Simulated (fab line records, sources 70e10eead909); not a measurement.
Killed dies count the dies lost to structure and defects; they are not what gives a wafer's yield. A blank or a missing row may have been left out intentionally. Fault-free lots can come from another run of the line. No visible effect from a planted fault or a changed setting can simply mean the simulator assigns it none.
fab line records | flow nand-harc | part 1 of 2: steps 1 to 27 of 34
record: lots: 5 wafers: 15 last-day: 25
route steps=1159 shown P_GATE@203 P_CONTACT@217
lots with no fault: from the same line, run without faults
start-h: start of the lot's first displayed wafer, in hours after the record's first day | wait-h: hours since the lot's step before | " repeats the value in the row above | L1.1+2: a row that stands for several wafers | - either no value or no given start | * or withheld: withheld | < > ~ a bound
route shown NAME@n: NAME is a module with steps in the file, n the number in the route of the first one | usual: average and standard deviation across the fault-free wafers | same: alike in all rows | chamber/n: place in a boat | sites: each site's reading | _std_site: the standard deviation of these | _edge_site: the outer-site mean with the inner-site mean subtracted | radius-mm: how far each site lies from the wafer's centre | mask NAME#n: copy n | behind: the tool/chamber that last shaped the wafer | hold: reason for holding the lot/hours on hold/outcome of the hold | device: transistor that didn't switch, given as n, p or np | end of line: tests of these same wafers at the route's end | a step with no rows: only its recipe | killed: the dies lost at the first sort to structure and to defects; this is not the yield of the wafer | map: the dies of a wafer, with x for killed, . for not killed, _ for no die there
set.NAME: the run value of the setting; set.NAME@STEP: its run value at that earlier step | model.NAME: the simulator's own value behind a step, which no gauge read
lots seen at some steps along the route; tables by step, rows by wafer
services: a tool's chamber out of use, with start hour (start-h, from the record's first day; less than 0 if before it), hours out, and reason
== steps ==
step: NHARC_P_GATE_IMPLANT_94
recipe: energy-kev: 60 dose-cm2: 2e+15 tilt-deg: 7
usual: beam-on-s: 20.8/1.5
columns lot.wafer tool chamber start-h wait-h beam-on-s
L076.2 implanter-02 0 116.36 0.1 22.5
L076.3 " 0 " " 22.4
L076.5 " 0 " " 22.4
L080.4 implanter-01 0 143.77 0.2 19.4
L080.5 " 0 " " 19.4
L080.6 " 0 " " 19.3
L089.2 implanter-02 0 196.90 0.1 21.8
L089.3 " 0 " " 22.2
L089.6 " 0 " " 22.6
L093.1 implanter-01 0 217.43 0.1 19.3
L093.3 " 0 " " 20.1
L093.6 " 0 " " 19.3
L096.1 implanter-01 0 239.22 0.1 19.6
L096.2 " 0 " " 19.5
L096.4 " 0 " " 20.0
step: NHARC_P_GATE_STRIP_113
recipe: power-w: 1500 temp-c: 110 time-s: 740 chemistry: N2/H2
usual: drypump-motor-current-A: 5.7/0.46 heater-power-w: 93/5.9
columns lot.wafer tool chamber start-h wait-h drypump-motor-current-A heater-power-w rf-hours-counter-h
L076.2 plasma-asher-02 0 116.77 0.4 6.2 85 32
L076.3 " 1 " " 5.8 98 -
L076.5 " 0 " " 6.2 84 -
L080.4 plasma-asher-02 1 144.26 0.5 5.8 98 -
L080.6 " 0 " " 6.2 86 -
L080.5 " 1 " " 5.8 97 -
L089.2 plasma-asher-02 0 197.21 0.3 6.2 85 1
L089.3 " 0 " " 6.2 86 -
L089.6 " 1 " " 5.9 94 -
L093.1 plasma-asher-01 0 217.65 0.2 4.9 91 40
L093.3 " 1 " " 5.8 103 -
L093.6 " 1 " " 5.8 102 -
L096.2 plasma-asher-01 0 239.45 0.2 4.9 93 48
L096.1 " 1 " " 5.7 99 48
L096.4 " 1 " " 5.8 100 -
step: NHARC_P_GATE_STRIP_95
recipe: power-w: 1500 temp-c: 250 chemistry: O2
usual: drypump-motor-current-A: 5.7/0.46 heater-power-w: 349/22
columns lot.wafer tool chamber start-h wait-h drypump-motor-current-A heater-power-w rf-hours-counter-h
L076.2 plasma-asher-02 0 117.38 0.5 6.2 315 33
L076.3 " 1 " " 5.9 357 -
L076.5 " 0 " " 6.2 322 -
L080.4 plasma-asher-02 1 144.64 0.3 5.8 354 -
L080.6 " 0 " " 6.2 315 -
L080.5 " 1 " " 5.9 368 -
L089.2 plasma-asher-02 0 197.81 0.5 6.2 328 2
L089.3 " 0 " " 6.2 306 -
L089.6 " 1 " " 5.8 359 -
L093.1 plasma-asher-01 0 218.37 0.6 4.9 346 41
L093.3 " 1 " " 5.8 373 -
L093.6 " 1 " " 5.8 384 -
L096.2 plasma-asher-01 0 240.16 0.6 5.0 348 48
L096.1 " 1 " " 5.8 374 48
L096.4 " 1 " " 5.8 374 -
step: NHARC_P_GATE_STRIP_96
recipe: time-s: 900 temp-c: 130 chemistry: SPM
columns lot.wafer tool chamber start-h wait-h
L076.3+2+5 wet-bench-06 6,7,0 117.60 0.2
L080.5+6+4 wet-bench-05 0,1,2 144.83 0.2
L089.6+2+3 wet-bench-09 6,0,1 198.03 0.2
L093.1+6+3 wet-bench-09 3,5,6 218.59 0.2
L096.4+2+1 wet-bench-06 0,1,5 240.37 0.2
step: NHARC_P_GATE_RTA_64
recipe: temp-c: 1050 time-s: 1
usual: lamp-power-pct: 36.9/0.96 lamp_zone_1_pct: 36.8/0.95 wafer_temp_C_max: 1054.4/1.7
columns lot.wafer tool chamber start-h wait-h lamp-power-pct lamp_zone_1_pct wafer_temp_C_max
L076.2 rtp-anneal-01 0 117.98 - 37.9 37.8 1054.8
L076.3 " 0 " " 37.8 37.9 1055.6
L076.5 " 0 " " 37.8 37.9 1055.7
L080.4 rtp-anneal-02 0 145.26 - 36.0 35.9 1053.3
L080.5 " 0 " " 36.0 36.0 1053.3
L080.6 " 0 " " 36.0 36.0 1053.5
L089.2 rtp-anneal-02 0 198.39 - 36.0 35.9 1052.2
L089.3 " 0 " " 36.0 35.9 1052.5
L089.6 " 0 " " 35.9 36.0 1051.4
L093.1 rtp-anneal-01 0 218.93 - 37.8 37.9 1056.2
L093.3 " 0 " " 37.9 37.9 1055.2
L093.6 " 0 " " 38.0 37.9 1056.1
L096.1 rtp-anneal-02 0 240.72 - 36.0 36.0 1052.9
L096.2 " 0 " " 36.0 36.0 1054.1
L096.4 " 0 " " 36.0 36.0 1053.0
step: NHARC_P_GATE_ETCH_77
recipe: target-depth-a: 60 chemistry: dHF material: SiO2
columns lot.wafer tool chamber start-h wait-h
L076.3+2+5 wet-bench-05 2,3,4 118.15 0.1
L080.4+6+5 wet-bench-09 2,3,4 145.39 0.1
L089.2+3+6 wet-bench-06 3,5,6 198.57 0.1
L093.3+6+1 wet-bench-05 6,0,1 219.13 0.1
L096.1+4+2 wet-bench-06 6,7,1 240.92 0.2
step: NHARC_P_GATE_DEGAS_109
recipe: temp-c: 300 time-s: 60
usual: heater-power-w: 475/44
columns lot.wafer tool chamber start-h wait-h heater-power-w
L076.3 pvd-sputter-01 - 118.26 0.1 486
L076.2 " - " " 519
L076.5 " - " " 499
L080.4 pvd-sputter-02 - 145.48 0.1 437
L080.5 " - " " 482
L080.6 " - " " 419
L089.3 pvd-sputter-02 - 198.67 0.1 435
L089.2 " - " " 447
L089.6 " - " " 430
L093.3 pvd-sputter-03 - 219.24 0.1 485
L093.1 " - " " 549
L093.6 " - " " 519
L096.1 pvd-sputter-02 - 241.03 0.1 396
L096.2 " - " " 511
L096.4 " - " " 429
step: NHARC_P_GATE_PRE_CLEAN_110
recipe: time-s: 30 bias-v: 200 gas: Ar
columns lot.wafer tool chamber start-h wait-h
L076.3+2+5 pvd-sputter-01 - - -
L080.4+6+5 pvd-sputter-02 - - -
L089.3+2+6 pvd-sputter-02 - - -
L093.1+3+6 pvd-sputter-03 - - -
L096.1+4+2 pvd-sputter-02 - - -
step: NHARC_P_GATE_SPUTTER_78
recipe: target-thk-a: 100 material: Ni
columns lot.wafer tool chamber start-h wait-h
L076.3+2+5 pvd-sputter-01 - - -
L080.4+5+6 pvd-sputter-02 - - -
L089.3+2+6 pvd-sputter-02 - - -
L093.1+3+6 pvd-sputter-03 - - -
L096.2+4+1 pvd-sputter-02 - - -
step: NHARC_P_GATE_SPUTTER_79
recipe: target-thk-a: 100 material: TiN
columns lot.wafer tool chamber start-h wait-h
L076.2+3+5 pvd-sputter-01 - - -
L080.4+5+6 pvd-sputter-02 - - -
L089.2+3+6 pvd-sputter-02 - - -
L093.3+1+6 pvd-sputter-03 - - -
L096.1+2+4 pvd-sputter-02 - - -
step: NHARC_P_GATE_RTA_80
recipe: temp-c: 300 time-s: 30
usual: lamp-power-pct: 2.20/0.058 lamp_zone_1_pct: 2.20/0.058 wafer_temp_C_max: 301.2/0.48
columns lot.wafer tool chamber start-h wait-h lamp-power-pct lamp_zone_1_pct wafer_temp_C_max
L076.2 rtp-anneal-01 0 118.58 - 2.26 2.26 301.7
L076.3 " 0 " " 2.26 2.26 301.8
L076.5 " 0 " " 2.26 2.26 301.4
L080.4 rtp-anneal-01 0 145.86 - 2.26 2.26 301.9
L080.5 " 0 " " 2.26 2.26 301.8
L080.6 " 0 " " 2.26 2.26 302.1
L089.2 rtp-anneal-01 0 198.99 - 2.26 2.25 301.9
L089.3 " 0 " " 2.26 2.26 301.8
L089.6 " 0 " " 2.26 2.26 301.4
L093.1 rtp-anneal-01 0 219.54 - 2.27 2.27 301.3
L093.3 " 0 " " 2.27 2.27 301.3
L093.6 " 0 " " 2.27 2.27 301.1
L096.1 rtp-anneal-02 0 241.32 - 2.15 2.15 300.8
L096.2 " 0 " " 2.15 2.15 300.9
L096.4 " 0 " " 2.15 2.15 300.8
step: NHARC_P_GATE_STRIP_67
recipe: time-s: 600 temp-c: 130 chemistry: SPM
columns lot.wafer tool chamber start-h wait-h
L076.3+5+2 wet-bench-06 4,5,6 118.77 0.1
L080.4+5+6 wet-bench-05 1,3,6 145.97 0.1
L089.2+6+3 wet-bench-06 3,4,5 199.18 0.2
L093.6+3+1 wet-bench-06 3,6,7 219.73 0.0
L096.2+4+1 wet-bench-06 7,0,1 241.55 0.2
step: NHARC_P_GATE_RTA_82
recipe: temp-c: 450 time-s: 30
usual: lamp-power-pct: 4.34/0.11 lamp_zone_1_pct: 4.33/0.11 wafer_temp_C_max: 451.9/0.66
columns lot.wafer tool chamber start-h wait-h lamp-power-pct lamp_zone_1_pct wafer_temp_C_max
L076.2 rtp-anneal-02 0 119.03 - 4.21 4.21 450.9
L076.3 " 0 " " 4.22 4.22 451.2
L076.5 " 0 " " 4.21 4.21 451.6
L080.4 rtp-anneal-02 0 146.31 - 4.21 4.22 451.3
L080.5 " 0 " " 4.21 4.21 451.6
L080.6 " 0 " " 4.21 4.22 451.9
L089.2 rtp-anneal-01 0 199.45 - 4.44 4.44 451.7
L089.3 " 0 " " 4.44 4.44 451.9
L089.6 " 0 " " 4.44 4.44 451.8
L093.1 rtp-anneal-02 0 219.99 - 4.20 4.21 451.1
L093.3 " 0 " " 4.21 4.22 450.9
L093.6 " 0 " " 4.21 4.21 450.9
L096.1 rtp-anneal-02 0 241.78 - 4.22 4.21 451.6
L096.2 " 0 " " 4.22 4.21 451.4
L096.4 " 0 " " 4.21 4.21 451.5
step: NHARC_P_GATE_INSPECT_68
usual: raw-defect-count: 181/59
columns lot.wafer tool chamber start-h wait-h raw-defect-count
L076.2 defect-inspect-01 - 119.20 0.1 192
L076.3 " - " " 200
L076.5 " - " " 92
L080.4 defect-inspect-01 - 146.43 0.1 153
L080.5 " - " " 154
L080.6 " - " " 118
L089.2 defect-inspect-02 - 199.62 0.1 123
L089.3 " - " " 185
L089.6 " - " " 154
L093.1 defect-inspect-01 - 220.19 0.2 86
L093.3 " - " " 252
L093.6 " - " " 151
L096.1 defect-inspect-02 - 241.98 0.2 120
L096.2 " - " " 172
L096.4 " - " " 123
step: NHARC_P_CONTACT_DEP_30
recipe: target-thk-a: 300 temp-c: 400 target-thk-nm: 30 flow-sccm: 200 rf-w: 450 material: SiNx
usual: heater-power-outer-w: 409/70 heater-power-w: 703/100
columns lot.wafer tool chamber start-h wait-h heater-power-outer-w heater-power-w
L076.3 pecvd-04 1 119.31 0.1 499 759
L076.2 " 2 " " 329 596
L076.5 " 2 " " 332 596
L080.4 pecvd-01 0 146.84 0.4 418 726
L080.5 " 0 " " 417 712
L080.6 " 0 " " 428 728
L089.3 pecvd-01 1 199.69 0.1 302 554
L089.2 " 2 " " 418 691
L089.6 " 0 " " 390 677
L093.3 pecvd-01 0 220.29 0.1 360 656
L093.1 " 1 " " 332 585
L093.6 " 2 " " 330 604
L096.2 pecvd-03 2 242.05 0.1 480 888
L096.1 " 1 " " 379 602
L096.4 " 1 " " 373 583
step: NHARC_P_CONTACT_DEP_00
recipe: target-thk-a: 5000 temp-c: 400 pressure-torr: 6.5 rf-w: 900 teos-flow-sccm: 161.4 flow-sccm: 2650 target-thk-nm: 500 gas: O2 material: SiO2
usual: heater-power-outer-w: 296/72 heater-power-w: 549/110 throttle-valve-pct: 16.1/0.46
columns lot.wafer tool chamber start-h wait-h heater-power-outer-w heater-power-w throttle-valve-pct
L076.3 pecvd-04 1 - - 387 609 15.7
L076.2 " 2 " " 228 475 16.1
L076.5 " 2 " " 244 502 16.0
L080.4 pecvd-01 0 147.58 0.6 281 538 16.2
L080.5 " 0 " " 298 573 16.2
L080.6 " 0 " " 315 600 16.4
L089.3 pecvd-01 1 - - 192 393 16.5
L089.2 " 2 " " 307 541 16.9
L089.6 " 0 " " 226 464 16.7
L093.3 pecvd-01 0 - - 326 594 16.4
L093.1 " 1 " " 254 500 16.7
L093.6 " 2 " " 291 543 16.5
L096.2 pecvd-03 2 - - 403 776 15.4
L096.1 " 1 " " 206 373 16.1
L096.4 " 1 " " 221 386 15.7
step: NHARC_P_CONTACT_CMP_01
recipe: target-thk-nm: 200 material: SiO2
usual: motor-current-A: 12.6/1.5 slurry-filter-dp-kPa: 13.49/0.14
columns lot.wafer tool chamber start-h wait-h motor-current-A slurry-filter-dp-kPa
L076.2 cmp-04 0 120.01 - 10.4 13.61
L076.3 " 1 " " 11.8 13.35
L076.5 " 0 " " 10.8 13.39
L080.4 cmp-04 1 148.21 0.5 12.2 13.56
L080.6 " 0 " " 10.1 13.66
L080.5 " 1 " " 11.5 13.40
L089.2 cmp-03 1 200.40 - 13.1 13.28
L089.3 " 0 " " 13.3 13.67
L089.6 " 1 " " 13.9 13.49
L093.1 cmp-03 3 220.96 - 10.8 13.64
L093.3 " 1 " " 12.4 13.41
L093.6 " 0 " " 12.6 13.48
L096.1 cmp-03 0 242.76 - 13.2 13.53
L096.4 " 2 " " 10.6 13.54
L096.2 " 3 " " 10.3 13.42
step: NHARC_P_CONTACT_SRD_03
columns lot.wafer tool chamber start-h wait-h
L076.2+3+5 wet-bench-01 0,2,3 120.29 0.0
L080.4+5+6 wet-bench-04 7,0,3 148.48 0.0
L089.3+6+2 wet-bench-01 0,1,4 200.70 0.0
L093.1+6+3 wet-bench-04 1,3,6 221.26 0.0
L096.4+2+1 wet-bench-03 6,0,1 243.07 0.0
step: NHARC_P_CONTACT_DEHYDRATE_04
recipe: temp-c: 150 time-s: 120
usual: chill-plate-temp-C: 23.01/0.1 plate-temp-C: 150.00/0.12
columns lot.wafer tool chamber start-h wait-h chill-plate-temp-C plate-temp-C
L076.2 litho-track-01 0 120.36 0.1 23.04 150.02
L076.3 " 0 " " 23.14 149.82
L076.5 " 0 " " 22.92 149.85
L080.4 litho-track-04 0 148.57 0.1 22.94 149.90
L080.5 " 0 " " 23.00 149.94
L080.6 " 0 " " 22.86 150.04
L089.2 litho-track-04 0 200.78 0.1 22.98 149.95
L089.3 " 0 " " 22.94 149.82
L089.6 " 0 " " 22.87 149.95
L093.1 litho-track-06 0 221.34 0.1 23.11 150.08
L093.3 " 0 " " 22.84 150.24
L093.6 " 0 " " 22.92 150.21
L096.1 litho-track-01 0 243.14 0.1 23.11 150.00
L096.2 " 0 " " 23.01 149.86
L096.4 " 0 " " 22.92 149.98
step: NHARC_P_CONTACT_HMDS_05
recipe: time-s: 30
usual: chill-plate-temp-C: 22.98/0.093
columns lot.wafer tool chamber start-h wait-h chill-plate-temp-C
L076.2 litho-track-01 0 - - 22.91
L076.3 " 0 " " 22.87
L076.5 " 0 " " 22.84
L080.4 litho-track-04 0 - - 22.88
L080.5 " 0 " " 22.97
L080.6 " 0 " " 22.82
L089.2 litho-track-04 0 - - 22.78
L089.3 " 0 " " 22.94
L089.6 " 0 " " 22.93
L093.1 litho-track-06 0 - - 23.12
L093.3 " 0 " " 23.06
L093.6 " 0 " " 22.98
L096.1 litho-track-01 0 - - 22.83
L096.2 " 0 " " 22.91
L096.4 " 0 " " 23.11
step: NHARC_P_CONTACT_COAT_33
recipe: temp-c: 260 time-s: 75
usual: chill-plate-temp-C: 23.01/0.11 plate-temp-C: 260.02/0.19
columns lot.wafer tool chamber start-h wait-h chill-plate-temp-C plate-temp-C
L076.2 litho-track-01 0 - - 23.10 259.83
L076.3 " 0 " " 23.12 260.11
L076.5 " 0 " " 23.08 260.09
L080.4 litho-track-04 0 - - 22.89 260.18
L080.5 " 0 " " 22.93 259.77
L080.6 " 0 " " 22.90 259.96
L089.2 litho-track-04 0 - - 23.12 260.41
L089.3 " 0 " " 23.14 260.32
L089.6 " 0 " " 23.12 260.30
L093.1 litho-track-06 0 - - 22.95 259.98
L093.3 " 0 " " 22.87 260.08
L093.6 " 0 " " 22.91 260.10
L096.1 litho-track-01 0 - - 23.16 259.79
L096.2 " 0 " " 23.12 260.19
L096.4 " 0 " " 23.06 259.79
step: NHARC_P_CONTACT_COAT_34
recipe: temp-c: 225 time-s: 65
usual: chill-plate-temp-C: 23.00/0.12 plate-temp-C: 224.98/0.17
columns lot.wafer tool chamber start-h wait-h chill-plate-temp-C plate-temp-C
L076.2 litho-track-01 0 - - 22.90 224.85
L076.3 " 0 " " 22.95 224.87
L076.5 " 0 " " 22.81 224.98
L080.4 litho-track-04 0 - - 23.05 224.78
L080.5 " 0 " " 22.90 224.92
L080.6 " 0 " " 22.83 224.96
L089.2 litho-track-04 0 - - 22.98 225.22
L089.3 " 0 " " 23.18 224.99
L089.6 " 0 " " 22.93 225.14
L093.1 litho-track-06 0 - - 23.24 225.10
L093.3 " 0 " " 23.07 225.19
L093.6 " 0 " " 23.21 225.01
L096.1 litho-track-01 0 - - 23.08 224.79
L096.2 " 0 " " 23.02 225.16
L096.4 " 0 " " 22.96 225.24
step: NHARC_P_CONTACT_COAT_06
recipe: spin-rpm: 1500 resist-thk-nm: 90
usual: chill-plate-temp-C: 22.99/0.11 dispense-pressure-kPa: 45.2/2.1
columns lot.wafer tool chamber start-h wait-h chill-plate-temp-C dispense-pressure-kPa
L076.2 litho-track-01 0 - - 23.14 47.2
L076.3 " 0 " " 23.03 47.1
L076.5 " 0 " " 23.26 47.2
L080.4 litho-track-04 0 - - 23.02 41.8
L080.5 " 0 " " 22.97 41.8
L080.6 " 0 " " 23.05 41.7
L089.2 litho-track-04 0 - - 22.84 41.8
L089.3 " 0 " " 22.96 41.8
L089.6 " 0 " " 22.78 41.7
L093.1 litho-track-06 0 - - 23.13 45.6
L093.3 " 0 " " 23.04 45.6
L093.6 " 0 " " 23.03 45.7
L096.1 litho-track-01 0 - - 22.89 47.2
L096.2 " 0 " " 22.93 47.2
L096.4 " 0 " " 22.83 47.2
step: NHARC_P_CONTACT_SOFTBAKE_07
recipe: temp-c: 105 time-s: 55
usual: chill-plate-temp-C: 23.00/0.12 plate-temp-C: 104.99/0.11
columns lot.wafer tool chamber start-h wait-h chill-plate-temp-C plate-temp-C
L076.2 litho-track-01 0 - - 22.92 104.84
L076.3 " 0 " " 22.93 104.87
L076.5 " 0 " " 23.17 104.88
L080.4 litho-track-04 0 - - 22.94 105.02
L080.5 " 0 " " 23.01 105.04
L080.6 " 0 " " 22.99 104.97
L089.2 litho-track-04 0 - - 22.93 105.00
L089.3 " 0 " " 22.93 105.03
L089.6 " 0 " " 22.89 104.94
L093.1 litho-track-06 0 - - 23.23 105.13
L093.3 " 0 " " 23.16 105.10
L093.6 " 0 " " 23.31 105.20
L096.1 litho-track-01 0 - - 23.10 105.02
L096.2 " 0 " " 23.05 105.09
L096.4 " 0 " " 22.89 105.15
step: NHARC_P_CONTACT_EBR_08
usual: chill-plate-temp-C: 23.00/0.1
columns lot.wafer tool chamber start-h wait-h chill-plate-temp-C
L076.2 litho-track-01 0 - - 23.05
L076.3 " 0 " " 22.98
L076.5 " 0 " " 23.03
L080.4 litho-track-04 0 - - 23.00
L080.5 " 0 " " 23.03
L080.6 " 0 " " 22.96
L089.2 litho-track-04 0 - - 22.96
L089.3 " 0 " " 22.93
L089.6 " 0 " " 22.94
L093.1 litho-track-06 0 - - 23.01
L093.3 " 0 " " 22.94
L093.6 " 0 " " 23.09
L096.1 litho-track-01 0 - - 23.01
L096.2 " 0 " " 22.88
L096.4 " 0 " " 22.96
step: NHARC_P_CONTACT_EXPOSE_09
recipe: na: 1.35 target-cd-nm: 90 dose-mj: 81.26 mask-id: P_CA
columns lot.wafer tool chamber start-h wait-h mask
L076.2+3+5 arfi-scanner-01 0 120.68 - P_CA#0
L080.4+5+6 arfi-scanner-02 0 148.89 - P_CA#0
L089.2+3+6 arfi-scanner-03 0 201.09 - P_CA#0
L093.1+3+6 arfi-scanner-03 0 221.65 - P_CA#0
L096.1+2+4 arfi-scanner-01 0 243.32 - P_CA#0
step: NHARC_P_CONTACT_PEB_10
recipe: peb-temp-c: 100 peb-time-s: 65
usual: chill-plate-temp-C: 22.99/0.11 plate-temp-C: 99.97/0.12
columns lot.wafer tool chamber start-h wait-h chill-plate-temp-C plate-temp-C
L076.2 litho-track-04 0 120.73 0.1 22.88 99.76
L076.3 " 0 " " 23.05 99.86
L076.5 " 0 " " 23.03 99.91
L080.4 litho-track-06 0 148.94 0.0 22.80 100.12
L080.5 " 0 " " 23.03 100.06
L080.6 " 0 " " 22.89 99.96
L089.2 litho-track-04 0 201.15 0.1 23.10 99.98
L089.3 " 0 " " 23.04 99.98
L089.6 " 0 " " 23.20 99.90
L093.1 litho-track-06 0 221.71 0.1 22.98 100.09
L093.3 " 0 " " 22.88 100.01
L093.6 " 0 " " 23.09 99.83
L096.1 litho-track-06 0 243.38 0.1 22.92 100.12
L096.2 " 0 " " 23.14 99.93
L096.4 " 0 " " 22.91 100.16
